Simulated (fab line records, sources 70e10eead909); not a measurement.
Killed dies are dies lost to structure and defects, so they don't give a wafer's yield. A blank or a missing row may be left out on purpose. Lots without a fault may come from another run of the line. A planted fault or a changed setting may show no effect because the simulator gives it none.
Problem report in the 8D (eight disciplines) form, filled by code | flow nand_harc | the parts of the form that need people (team, actions taken, sign-off) are left out

1. THE PROBLEM
cd_nm at NHARC_A_M0_CD_MEAS_09 reads a mean of 88.2 nm on 6 wafers of 2 lots; wafers without a fault read 80.0 nm with a standard deviation of 0.8. That is +10 standard deviations from the usual mean.
The step: target cd 80 nm.
First seen on wafer L860.2, day 30 08:11, on cd_sem-03. The record holds 42 wafers of 14 lots with a number at this step. Rule for "out", or "out of limits": more than 4 standard deviations from the usual mean. The other wafers with a number count as sound.

2. WHAT IT IS AND WHAT IT IS NOT
question                    | is                     | is not
which readings at this step | cd_nm                  | -
which lots                  | L860, L862             | L845, L846, L847, L850, L852, L853, L855, L857, L863, L864, L865, L866
which wafers of those lots  | all that have a number | -
read on which gauges        | cd_sem-02, cd_sem-03   | cd_sem-01
when                        | from day 30 08:11      | up to then (24 sound wafers); but 12 sound wafers of L863, L864, L865, L866 came after

3. SUSPECTS, AND WHAT RULES EACH OUT
Counting: a tool at a process step up to the reading stays a suspect if it ran every lot that is out and no sound lot after the first of them.
- the gauge at NHARC_A_M0_CD_MEAS_09: ruled out. The wafers that are out were read on 2 gauges (cd_sem-02, cd_sem-03).
- litho_track-04 at NHARC_A_M0_PEB_07 (peb time 65 s): kept. It ran every lot that is out, first L860 (day 30 08:05), and no sound lot after that; its last sound lot up to then is L857 (day 28 03:49).
Left after counting: litho_track-04 at NHARC_A_M0_PEB_07.

4. THE CAUSE (what the simulator had put in)
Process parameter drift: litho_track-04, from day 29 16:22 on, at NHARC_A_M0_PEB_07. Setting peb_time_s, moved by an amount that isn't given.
Counting left only this tool.

5. THE CHAIN OF EFFECTS, in route order
Each row: a reading whose mean over the struck wafers that have a number lies more than 3 standard deviations from the usual. Only readings for which the record gives a usual standard deviation are gone through. hours: the time from each lot's start at the first step in this table that gives one to its start at this step, as a median over the lots. sigmas: the change in usual standard deviations.
hours | step                  | reading | usual   | on struck wafers | change | sigmas
0     | NHARC_A_M0_CD_MEAS_09 | cd_nm   | 80.0 nm | 88.2             | +8.2   | +10

6. WHAT WOULD HAVE CAUGHT IT SOONER
In this record the first reading out of limits at a measuring or inspecting step was taken at day 30 08:11, 16 hours after the fault began at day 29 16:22.
Of the tool readings at NHARC_A_M0_PEB_07 for which the record gives a usual standard deviation, none was out on any struck wafer, so an alarm limit of 4 standard deviations on them would not have fired.
Of the lots that are out (2), L862 began NHARC_A_M0_PEB_07 on litho_track-04 after day 30 08:11. A hold on the tool at that time would have spared it.
